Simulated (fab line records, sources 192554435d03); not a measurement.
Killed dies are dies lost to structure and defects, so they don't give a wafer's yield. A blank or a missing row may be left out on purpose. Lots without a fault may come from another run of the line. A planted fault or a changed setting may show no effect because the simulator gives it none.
fab line records | flow n5_finfet
record lots=11 wafers=31 last_day=17
route steps=1938 shown GATE_CUT@468 PASSIVATION@1905
lots that met no fault: from a run of the same line without faults
start_h: hours from the record's first day to the start of the lot's first wafer shown | wait_h: hours since the lot's step before | " the same as in the row above | L1.1+2: a row that stands for several wafers | - no value, or no start given | * or withheld: withheld | < > ~ a bound
route shown NAME@n: a module of which the file shows steps, and the number in the route of the first | usual: mean/standard deviation of fault-free wafers | same: alike in all rows | chamber/n: place in a boat | sites: the reading at each site | _std_site: their standard deviation | _edge_site: outer sites' mean less inner sites' | radius_mm: how far each site lies from the wafer's centre | mask NAME#n: copy n | behind: the tool/chamber that last shaped the wafer | hold: why the lot was held/for how many hours/how that ended | device: the transistor (n, p or np) that didn't switch | end of line: the same wafers' tests at the end of the route | a step without rows: its recipe alone | killed: dies lost to structure and defects at the first sort, not the wafer's yield | map: a wafer's dies, x killed, . not, _ none there
set.NAME: the setting as run; set.NAME@STEP: as run at that earlier step | model.NAME: the simulator's own value behind a step, which no gauge read
steps of the route over a sample of lots; a table a step, a row a wafer
services: from which hour (start_h, from the record's first day; less than 0 if before it) a tool's chamber was out of use, for how many hours, and why
## steps
# step N5_GATE_CUT_VAPOR_ETCH_60
# recipe chemistry=BCl3/Cl2 target=HfO2 mode=isotropic
# usual drypump_motor_current_A=5.7/0.35 oes_product_au=0.70/0.068
# columns lot.wafer tool chamber start_h wait_h drypump_motor_current_A oes_product_au
L631.3 rie_metal-01 0 79.67 0.0 5.2 0.66
L631.4 " 1 " " 5.6 0.78
L631.5 " 1 " " 5.6 0.78
L632.2 rie_metal-02 1 88.08 0.0 5.4 0.82
L632.5 " 1 " " 5.4 0.81
L632.6 " 0 " " 5.8 0.69
L634.2 rie_metal-03 1 97.69 0.0 6.2 0.65
L634.3 " 1 " " 6.2 0.66
L635.2 rie_metal-02 0 102.87 0.0 5.8 0.69
L635.4 " 0 " " 5.8 0.69
L635.6 " 0 " " 5.8 0.69
L636.4 rie_metal-03 0 108.87 0.0 5.9 0.60
L636.5 " 0 " " 5.9 0.60
L636.6 " 1 " " 6.2 0.66
L637.2 rie_metal-03 1 116.66 0.0 6.2 0.66
L637.5 " 0 " " 5.9 0.61
L637.6 " 1 " " 6.2 0.66
L638.2 rie_metal-03 0 123.99 0.0 5.9 0.60
L638.3 " 1 " " 6.2 0.65
L638.5 " 1 " " 6.2 0.65
L639.2 rie_metal-03 1 126.64 0.0 6.2 0.65
L639.4 " 0 " " 5.9 0.60
L639.5 " 0 " " 5.9 0.60
L640.2 rie_metal-02 0 134.66 0.0 5.8 0.69
L640.3 " 1 " " 5.4 0.80
L640.6 " 1 " " 5.4 0.80
L651.2 rie_metal-01 0 200.61 0.0 5.2 0.65
L651.6 " 0 " " 5.2 0.65
L652.1 rie_metal-02 0 207.92 0.0 5.8 0.68
L652.2 " 1 " " 5.4 0.79
L652.5 " 0 " " 5.8 0.68
# step N5_PASSIVATION_CD_MEAS_30
# recipe target_cd_nm=4000 landing_energy_ev=500 detector=se_inlens polarity=opening
# usual cd_nm=4000.5/2
# columns lot.wafer tool chamber start_h wait_h cd_nm
L631.3 cd_sem-02 0 256.12 - 4004.6
L631.4 " 0 " " 4003.9
L631.5 " 0 " " 4004.6
L634.2 cd_sem-01 0 276.16 - 4001.8
L634.3 " 0 " " 4001.3
L635.2 cd_sem-03 0 283.48 - 3999.5
L635.4 " 0 " " 4000.5
L635.6 " 0 " " 4001.9
L636.4 cd_sem-02 0 288.04 - 4001.2
L636.5 " 0 " " 3999.9
L636.6 " 0 " " 4002.7
L632.2 cd_sem-02 0 293.16 - 3999.9
L632.5 " 0 " " 4000.7
L632.6 " 0 " " 4003.3
L637.2 cd_sem-01 0 302.55 - 3998.8
L637.5 " 0 " " 3999.9
L637.6 " 0 " " 4000.0
L638.2 cd_sem-01 0 309.67 - 4000.0
L638.3 " 0 " " 3997.6
L638.5 " 0 " " 3998.0
L639.2 cd_sem-01 0 330.38 - 3998.6
L639.4 " 0 " " 3998.8
L639.5 " 0 " " 4000.3
L640.2 cd_sem-02 0 338.36 - 4000.4
L640.3 " 0 " " 4001.6
L640.6 " 0 " " 4003.0
L651.2 cd_sem-03 0 386.40 - 4001.7
L651.6 " 0 " " 3999.7
L652.1 cd_sem-01 0 407.94 - 4001.3
L652.2 " 0 " " 4001.3
L652.5 " 0 " " 4004.4
# step N5_PASSIVATION_AL_ETCH_33
# recipe chemistry=Cl2/BCl3 target_depth_a=28000 over_etch_frac=0.15 Cl2_flow_sccm=180 bcl3_flow_sccm=60 target=Al stop_on=TaN time_s=466.7 ion_energy_ev=100 pressure_mtorr=10 icp_w=900 bias_w=100
# usual drypump_motor_current_A=5.6/0.31 oes_product_au=0.71/0.097 throttle_valve_pct=34.24/0.19
# columns lot.wafer tool chamber start_h wait_h drypump_motor_current_A oes_product_au rf_hours_counter_h throttle_valve_pct
L631.3 rie_metal-01 0 256.42 0.2 5.2 0.58 - 34.50
L631.4 " 1 " " 5.6 0.68 - 34.26
L631.5 " 0 " " 5.1 0.58 - 34.50
L634.2 rie_metal-01 0 276.34 0.1 5.2 0.57 118 34.51
L634.3 " 1 " " 5.6 0.67 - 34.30
L635.2 rie_metal-01 1 283.65 0.1 5.7 0.67 61 34.29
L635.4 " 1 " " 5.6 0.67 - 34.27
L635.6 " 0 " " 5.2 0.57 - 34.52
L636.4 rie_metal-03 1 288.34 0.2 6.2 0.86 - 34.31
L636.5 " 0 " " 5.9 0.79 - 34.24
L636.6 " 1 " " 6.2 0.87 - 34.30
L632.2 rie_metal-01 1 293.47 0.2 5.6 0.67 - 34.30
L632.5 " 1 " " 5.6 0.66 - 34.31
L632.6 " 1 " " 5.7 0.65 - 34.31
L637.2 rie_metal-01 1 302.90 0.2 5.6 0.66 - 34.31
L637.5 " 1 " " 5.6 0.66 - 34.32
L637.6 " 1 " " 5.6 0.66 - 34.31
L638.2 rie_metal-02 0 310.46 0.1 5.8 0.59 98 34.51
L638.3 " 0 " " 5.8 0.59 - 34.50
L638.5 " 1 " " 5.4 0.67 - 33.92
L639.2 rie_metal-03 1 330.56 0.1 6.2 0.83 4 34.35
L639.4 " 1 " " 6.2 0.84 - 34.31
L639.5 " 1 " " 6.2 0.83 - 34.35
L640.2 rie_metal-02 1 338.54 0.1 5.4 0.67 51 33.90
L640.3 " 0 " " 5.8 0.59 - 34.47
L640.6 " 0 " " 5.8 0.59 - 34.49
L651.2 rie_metal-03 1 386.75 0.1 6.2 0.82 9 34.30
L651.6 " 0 " " 5.9 0.76 - 34.22
L652.1 rie_metal-01 1 408.12 0.1 5.6 0.64 74 34.34
L652.2 " 0 " " 5.2 0.82 8 34.05
L652.5 " 1 " " 5.6 0.63 - 34.35
# step N5_PASSIVATION_STRIP_48
# recipe chemistry=O2 power_w=600 temp_c=60 pressure_mtorr=30 rf_frequency_hz=6e+07 bias_power_w=0 overash_fraction=0.5 o2_flow_sccm=225
# usual drypump_motor_current_A=5.8/0.47 o2_flow_sccm=225.0/0.72 oes_product_au=0.84/0.087 rf_vpp_V=3.7/2.4 showerhead_plenum_p_Torr=2.11/0.072 throttle_valve_pct=16.63/0.2
# same bias_power_w=0
# columns lot.wafer tool chamber start_h wait_h drypump_motor_current_A o2_flow_sccm oes_product_au rf_hours_counter_h rf_vpp_V showerhead_plenum_p_Torr throttle_valve_pct
L631.3 rie_diel-01 0 258.62 0.1 5.6 226.5 0.92 36 3.4 2.21 16.53
L631.4 " 3 " " 5.9 225.4 0.85 - 4.4 2.12 16.53
L631.5 " 0 " " 5.6 225.0 0.90 - 8.7 2.21 16.52
L634.2 rie_diel-01 0 278.60 0.1 5.6 223.9 0.92 44 2.3 2.20 16.56
L634.3 " 2 " " 4.8 226.1 0.73 228 1.4 2.17 16.96
L635.2 rie_diel-05 1 285.98 0.1 6.2 225.5 0.72 236 2.4 2.06 16.59
L635.4 " 0 " " 5.6 225.2 0.96 21 1.4 2.04 16.31
L635.6 " 2 " " 5.7 223.2 0.91 - 7.4 2.06 16.59
L636.4 rie_diel-01 3 290.54 0.1 5.9 224.2 0.86 62 1.7 2.12 16.67
L636.5 " 3 " " 5.9 224.2 0.85 - 1.8 2.12 16.59
L636.6 " 0 " " 5.6 226.1 0.87 - 3.8 2.21 16.49
L632.2 rie_diel-05 0 296.09 0.1 5.6 224.5 0.96 25 3.6 2.04 16.37
L632.5 " 1 " " 6.2 225.9 0.67 - 10.3 2.06 16.62
L632.6 " 2 " " 5.7 226.2 0.94 - 2.2 2.06 16.59
L637.2 rie_diel-05 3 305.75 0.1 5.5 224.2 0.80 94 1.0 2.22 16.77
L637.5 " 2 " " 5.7 224.6 0.89 - 1.7 2.06 16.59
L637.6 " 3 " " 5.5 224.1 0.82 - 2.8 2.22 16.72
L638.2 rie_diel-01 2 312.78 0.1 4.8 224.7 0.71 240 1.5 2.16 16.91
L638.3 " 3 " " 5.9 225.5 0.83 69 4.7 2.12 16.64
L638.5 " 1 " " 6.4 225.7 0.93 - 1.2 2.07 16.90
L639.2 rie_diel-01 1 332.94 0.1 6.6 225.0 0.91 25 3.0 2.07 16.86
L639.4 " 0 " " 5.6 227.1 0.88 60 2.7 2.20 16.58
L639.5 " 2 " " 4.8 224.4 0.69 - 3.5 2.16 16.99
L640.2 rie_diel-01 0 341.04 0.1 5.6 223.7 0.89 64 9.4 2.19 16.65
L640.3 " 2 " " 4.8 224.3 0.70 250 3.5 2.16 17.01
L640.6 " 2 " " 4.8 224.4 0.71 - 6.3 2.16 17.01
L651.2 rie_diel-05 0 389.03 0.1 5.6 225.3 0.86 53 5.1 2.03 16.36
L651.6 " 1 " " 6.2 225.0 0.95 - 2.0 2.05 16.24
L652.1 rie_diel-02 3 410.54 0.1 6.6 225.4 0.69 237 1.7 2.06 16.82
L652.2 " 2 " " 6.4 225.1 0.78 133 1.5 2.18 16.58
L652.5 " 3 " " 6.6 225.1 0.67 - 4.6 2.07 16.81
# step N5_PASSIVATION_PROBE_49
# usual defect_limited_yield=91.0/1.5 killed_at_M0_to_M3=35/12 killed_at_M4_up=15/5.8 killed_at_contacts=14/7.2 killed_at_front_end=40/10 killed_at_other=3/3 killed_dies=106/18 killed_on_rim=14/4 killed_open=68/14 killed_short=35/7.2 sort_bin_5_function=5.2/0.96 sort_bin_6_memory=3.3/0.69 sort_n_pass=1074/18 sort_yield_pct=91.0/1.5
# same gross_dies=1180 killed_at_back_side=0 sort_bin_4_leakage[%]=0 sort_bin_8_speed[%]=0
# columns lot.wafer tool chamber start_h wait_h defect_limited_yield[%] killed_at_M0_to_M3 killed_at_M4_up killed_at_contacts killed_at_front_end killed_at_other killed_dies killed_on_rim killed_open killed_short sort_bin_5_function[%] sort_bin_6_memory[%] sort_n_pass sort_yield_pct[%]
L631.3 prober-02 - 264.05 0.1 91.8 34 21 14 26 2 97 8 55 40 5.2 2.5 1083 91.8
L631.4 prober-02 - 264.10 0.2 90.3 27 21 28 38 0 114 16 69 45 4.9 4.7 1066 90.3
L631.5 prober-02 - 264.15 0.2 91.6 34 18 21 25 1 99 13 71 27 4.6 3.6 1081 91.6
L635.2 prober-02 - 288.52 0.1 90.6 40 20 5 44 2 111 13 75 34 4.7 4.3 1069 90.6
L635.4 prober-02 - 288.62 0.2 93.2 34 11 2 33 0 80 10 53 27 3.2 3.3 1100 93.2
L635.6 prober-02 - 288.72 0.3 93.3 41 11 4 22 1 79 10 55 24 3.5 2.9 1101 93.3
L632.2 prober-02 - 298.68 0.1 91.3 33 11 7 46 6 103 11 74 29 5.6 2.8 1077 91.3
L632.5 prober-02 - 298.83 0.2 91.8 32 8 13 43 1 97 14 66 30 4.5 3.5 1083 91.8
L632.6 prober-02 - 298.88 0.3 91.8 20 8 6 55 8 97 12 63 30 5.4 2.5 1083 91.8
L638.2 prober-01 - 315.33 0.1 85.0 31 7 10 118 11 177 27 46 37 8.6 4.7 1003 85.0
L638.3 prober-01 - 315.38 0.1 93.5 26 14 3 33 1 77 7 49 26 3.9 2.5 1103 93.5
L638.5 prober-01 - 315.48 0.2 92.8 33 12 7 31 2 85 17 46 36 4.1 2.5 1095 92.8
L639.2 prober-02 - 335.48 0.1 90.3 37 16 12 49 1 115 11 76 35 6.4 3.0 1065 90.3
L639.4 prober-02 - 335.58 0.2 82.1 40 24 31 107 9 211 32 88 31 11.4 4.2 969 82.1
L639.5 prober-02 - 335.63 0.2 82.9 39 22 22 118 1 202 34 76 33 9.9 4.7 978 82.9
L640.6 prober-02 - 343.82 0.3 88.4 51 19 17 48 2 137 18 96 38 6.4 4.6 1043 88.4
# killed by level:class
L631.3 MOL_CONTACT_COAG:geometric_particle:open=10 BEOL_M0_SAQP:geometric_particle:short=8 BEOL_M3:geometric_particle:open=7 FIN_SAQP:geometric_particle:short=6 BEOL_M1:geometric_particle:open=5 BEOL_M0_SAQP:geometric_particle:open=5 BEOL_M4:geometric_particle:open=5 BEOL_M4:geometric_particle:short=5
L631.4 MOL_CONTACT_COAG:geometric_particle:open=22 FIN_SAQP:geometric_particle:short=12 FIN_SAQP:geometric_particle:open=12 BEOL_M0_SAQP:geometric_particle:open=9 BEOL_M0_SAQP:geometric_particle:short=8 GATE_CUT:geometric_particle:short=6 MOL_CONTACT_COAG:geometric_particle:short=6 BEOL_M5:geometric_particle:open=6
L631.5 MOL_CONTACT_COAG:geometric_particle:open=18 BEOL_M4:geometric_particle:open=10 BEOL_M0_SAQP:geometric_particle:open=8 BEOL_M1:geometric_particle:open=8 BEOL_M0_SAQP:geometric_particle:short=7 FIN_SAQP:geometric_particle:open=6 BEOL_M2:geometric_particle:open=4 FIN_CUT:geometric_particle:short=3
L635.2 BEOL_M4:geometric_particle:open=17 FIN_SAQP:geometric_particle:open=9 BEOL_M3:geometric_particle:open=9 BEOL_M0_SAQP:geometric_particle:open=7 BEOL_M1:geometric_particle:short=7 STI_FIN_REVEAL:geometric_particle:open=6 DUMMY_GATE:geometric_particle:open=5 ILD0:geometric_particle:open=5
L635.4 BEOL_M3:geometric_particle:open=16 BEOL_M4:geometric_particle:open=8 FIN_SAQP:geometric_particle:open=5 ILD0:geometric_particle:short=5 GATE_CUT:geometric_particle:open=4 BEOL_M0_SAQP:geometric_particle:short=4 BEOL_M0_SAQP:geometric_particle:open=4 STARTING-WAFER:geometric_particle:short=4
L635.6 BEOL_M0_SAQP:geometric_particle:short=10 BEOL_M2:geometric_particle:open=10 BEOL_M0_SAQP:geometric_particle:open=9 BEOL_M3:geometric_particle:open=5 FIN_SAQP:geometric_particle:open=4 STI_FIN_REVEAL:geometric_particle:open=4 MOL_CONTACT_COAG:geometric_particle:open=4 BEOL_M4:geometric_particle:open=4
L632.2 STI_FIN_REVEAL:geometric_particle:open=14 FIN_SAQP:geometric_particle:open=8 BEOL_M0_SAQP:geometric_particle:short=8 BEOL_M2:geometric_particle:open=7 MOL_CONTACT_COAG:geometric_particle:open=6 BEOL_M0_SAQP:geometric_particle:open=6 BEOL_M1:geometric_particle:open=6 BEOL_M5:geometric_particle:open=5
L632.5 BEOL_M2:geometric_particle:open=12 MOL_CONTACT_COAG:geometric_particle:open=9 STI_FIN_REVEAL:geometric_particle:open=8 BEOL_M3:geometric_particle:open=6 FIN_SAQP:geometric_particle:open=5 FIN_SAQP:geometric_particle:short=5 BEOL_M0_SAQP:geometric_particle:short=5 DUMMY_GATE:geometric_particle:open=4
L632.6 STI_FIN_REVEAL:geometric_particle:open=19 FIN_SAQP:geometric_particle:short=7 BEOL_M2:geometric_particle:open=6 BEOL_M0_SAQP:geometric_particle:open=5 MOL_CONTACT_COAG:geometric_particle:open=5 BEOL_M3:geometric_particle:open=5 MIM_TOP_ETCH:geometric_particle:open=5 STI_FIN_REVEAL:geometric_particle:short=4
L638.2 GATE_CUT:unspecified=91 BEOL_M0_SAQP:geometric_particle:short=10 STI_FIN_REVEAL:geometric_particle:open=8 FIN_SAQP:geometric_particle:open=6 MOL_CONTACT_COAG:geometric_particle:open=6 PASS1_CAP:geometric_particle:short=5 MOL_CONTACT_COAG:geometric_particle:short=4 BEOL_M0_SAQP:geometric_particle:open=4
L638.3 BEOL_M2:geometric_particle:open=7 FIN_SAQP:geometric_particle:short=6 BEOL_M0_SAQP:geometric_particle:open=6 BEOL_M0_SAQP:geometric_particle:short=6 STI_FIN_REVEAL:geometric_particle:open=5 STI_FIN_REVEAL:geometric_particle:short=5 BEOL_M4:geometric_particle:open=4 DUMMY_GATE:geometric_particle:open=3
L638.5 BEOL_M0_SAQP:geometric_particle:short=11 MOL_CONTACT_COAG:geometric_particle:open=7 BEOL_M1:geometric_particle:short=7 BEOL_M1:geometric_particle:open=6 BEOL_M5:geometric_particle:open=5 FIN_SAQP:geometric_particle:open=4 DUMMY_GATE:geometric_particle:open=4 BEOL_M0_SAQP:geometric_particle:open=4
L639.2 FIN_SAQP:geometric_particle:open=20 MOL_CONTACT_COAG:geometric_particle:open=11 BEOL_M3:geometric_particle:open=11 BEOL_M0_SAQP:geometric_particle:short=8 FIN_SAQP:geometric_particle:short=7 BEOL_M4:geometric_particle:open=6 STI_FIN_REVEAL:geometric_particle:open=5 DUMMY_GATE:geometric_particle:open=4
L639.4 GATE_CUT:unspecified=90 MOL_CONTACT_COAG:geometric_particle:open=24 BEOL_M4:geometric_particle:open=13 BEOL_M3:geometric_particle:open=11 BEOL_M1:geometric_particle:open=9 DUMMY_GATE:geometric_particle:open=8 MOL_CONTACT_COAG:geometric_particle:short=7 BEOL_M2:geometric_particle:open=7
L639.5 GATE_CUT:unspecified=84 MOL_CONTACT_COAG:geometric_particle:open=19 BEOL_M3:geometric_particle:open=11 BEOL_M4:geometric_particle:open=9 BEOL_M0_SAQP:geometric_particle:open=8 BEOL_M4:geometric_particle:short=7 HKMG_FIN:area_etch=6 GATE_CUT:geometric_particle:short=5
L640.6 MOL_CONTACT_COAG:geometric_particle:open=16 FIN_SAQP:geometric_particle:open=13 FIN_SAQP:geometric_particle:short=10 BEOL_M1:geometric_particle:open=8 BEOL_M0_SAQP:geometric_particle:open=8 BEOL_M0:geometric_particle:open=8 STI_FIN_REVEAL:geometric_particle:open=7 BEOL_M3:geometric_particle:short=7
## services
# columns tool chamber start_h hours kind
rie_diel-01 0 57.21 11.7 repair
rie_metal-03 0 169.91 - clean
rie_metal-03 0 169.91 22.0 scheduled_down
rie_metal-03 0 169.91 22.0 vent_cycle
rie_diel-02 - 195.44 3.7 repair
rie_diel-02 2 248.76 6.5 repair
rie_diel-01 - 253.57 0.8 repair
rie_metal-03 1 263.96 - clean
rie_metal-03 1 263.96 12.2 scheduled_down
rie_metal-03 1 263.96 12.2 vent_cycle
rie_metal-03 - 264.05 1.1 repair
rie_metal-03 - 276.12 2.8 pm
rie_metal-01 0 287.58 - clean
rie_metal-01 0 287.58 27.7 scheduled_down
rie_metal-01 0 287.58 27.7 vent_cycle
rie_metal-03 - 299.73 0.2 repair
rie_diel-01 0 325.99 3.7 repair
rie_diel-01 - 335.81 0.4 repair
rie_diel-05 0 336.10 17.6 repair
rie_diel-02 3 345.83 8.4 repair
rie_metal-02 0 386.14 - clean
rie_diel-01 3 391.12 6.7 repair
rie_diel-02 1 396.18 14.1 repair
rie_metal-03 - 400.76 4.3 pm
## key
first_sign step=N5_PASSIVATION_PROBE_49 reading=killed_at_front_end direction=up sigmas=7.2 usual=40 struck=114
effect step=N5_PASSIVATION_PROBE_49 reading=defect_limited_yield direction=down sigmas=5 usual=91.0 struck=83.3
more_kills_born_at N5_GATE_CUT_VAPOR_ETCH_60@rie_metal-03=264
met_at N5_GATE_CUT_VAPOR_ETCH_60
struck_lots L638,L639
struck_wafers L638.2,L639.4,L639.5
not_acting_at N5_PASSIVATION_CD_MEAS_30,N5_PASSIVATION_AL_ETCH_33,N5_PASSIVATION_STRIP_48
onset_between 116.66 123.99
fault kind=chamber_particle_source tool=rie_metal-03 chamber=0 onset_h=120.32 steps=N5_GATE_CUT_VAPOR_ETCH_60 rate_per_visit_cm2=0.8267 end_h=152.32
